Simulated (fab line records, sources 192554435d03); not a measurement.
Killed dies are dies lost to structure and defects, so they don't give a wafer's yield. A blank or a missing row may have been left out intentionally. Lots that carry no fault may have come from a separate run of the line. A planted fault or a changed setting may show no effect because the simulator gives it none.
Matching of chambers + flow n5 finfet + 3 sister chambers for N5_BEOL_M9_CURE_71 on uv cure-03
The step cures SiCOH lowk, time 240 s. 6 wafers are shown with their chamber, then 8 later ones without.

## EACH WAFER AND ITS CHAMBER
| wafer  | chamber | wafer_temp_C_max | lamp power pct (%) |
|--------|---------|------------------|--------------------|
| L075.6 | 1       | 387.5            | 52.28              |
| L090.3 | 2       | 388.0            | 52.36              |
| L090.4 | 2       | 388.4            | 52.29              |
| L089.4 | 0       | 386.3            | 52.40              |
| L089.5 | 0       | 386.5            | 52.35              |
| L092.2 | 1       | 387.3            | 52.34              |

## WAFERS WHOSE CHAMBER IS MISSING
| wafer  | wafer_temp_C_max | lamp power pct (%) |
|--------|------------------|--------------------|
| L092.5 | 387.8            | 52.30              |
| L092.6 | 387.2            | 52.29              |
| L094.4 | 387.3            | 52.35              |
| L094.5 | 388.3            | 52.35              |
| L094.6 | 387.0            | 52.35              |
| L096.1 | 388.1            | 52.33              |
| L096.2 | 387.7            | 52.31              |
| L096.4 | 387.5            | 52.36              |

## WHICH CHAMBER EACH ONE RAN IN
| wafer  | from the rows above     | in truth                   |
|--------|-------------------------|----------------------------|
| L092.5 | can't be placed: 1 or 2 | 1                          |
| L092.6 | 1                       | 1                          |
| L094.4 | 1                       | 1                          |
| L094.5 | 2                       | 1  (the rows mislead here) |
| L094.6 | can't be placed: 1 or 0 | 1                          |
| L096.1 | 2                       | 2                          |
| L096.2 | can't be placed: 1 or 2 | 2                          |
| L096.4 | 1                       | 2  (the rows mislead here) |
3 of 8 placed correctly. Not placeable from these rows: 3 (in 3, the candidates include the true chamber). Wrongly placed: 2.
How it was worked out, from the rows above alone: a wafer's distance from a chamber is the root of the sum, over the readings, of the square of ((its reading less the chamber's mean) divided by the reading's scatter). The wafer belongs to the nearest chamber; if the next one is less than 2 further off, it can't be placed. For every chamber, the mean is computed from those of its wafers that are shown. The scatter is the square root of a quotient: the sum, over the shown wafers, of each reading's squared deviation from its chamber's mean, divided by wafers minus chambers.
